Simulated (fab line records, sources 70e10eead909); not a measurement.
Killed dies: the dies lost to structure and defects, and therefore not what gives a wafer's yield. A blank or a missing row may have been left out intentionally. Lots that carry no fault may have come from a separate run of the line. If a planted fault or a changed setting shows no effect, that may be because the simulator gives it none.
Which tool is to blame?    flow nand_harc    route of 1302 steps, sampled at 1 step: 12 lots, 36 wafers

WHAT EACH GAUGE READ, for each wafer
NHARC_P_CONTACT_INSPECT_14.
lot   measured      on                 raw_defect_count
L075  day 6 12:52   defect_inspect-02  1 2 1
L077  day 7 08:50   defect_inspect-02  4 4 5
L079  day 8 02:55   defect_inspect-01  6 5 7
L081  day 8 19:52   defect_inspect-02  0 1 2
L083  day 10 03:29  defect_inspect-02  2 5 3
L085  day 10 10:50  defect_inspect-02  3 1 2
L087  day 11 05:44  defect_inspect-02  3 6 7
L089  day 12 02:01  defect_inspect-01  4 1 4
L091  day 13 05:38  defect_inspect-01  4 2 6
L093  day 14 02:16  defect_inspect-01  1 4 1
L095  day 14 17:47  defect_inspect-01  5 3 5
L097  day 15 15:30  defect_inspect-02  4 4 8

EACH LOT AND THE TOOL THAT RAN IT (in order: tool; ch and the chambers of the sampled wafers; start)
No process step before these readings appears in the record.

THE ANSWER, worked out from the rows above alone
Rule: usual is defined by the lots themselves. The widest of any qualifying gaps counts: lots, ordered by their means at a reading, are off when they make up no more than a third of the lots, leave a main group of 4 or more, and stand apart from it by 3 or more times the standard deviation of that group's means. The tables above print the reading to a certain number of digits; a main group whose means all agree to those digits is not used. Also off: a lot with no number at a reading for which 4 or more lots have one. All remaining lots with rows at the step are treated as sound.
Across all readings shown, no lot is off: no conclusion can be drawn from this.

WHAT HAD BEEN PUT IN BY THE SIMULATOR
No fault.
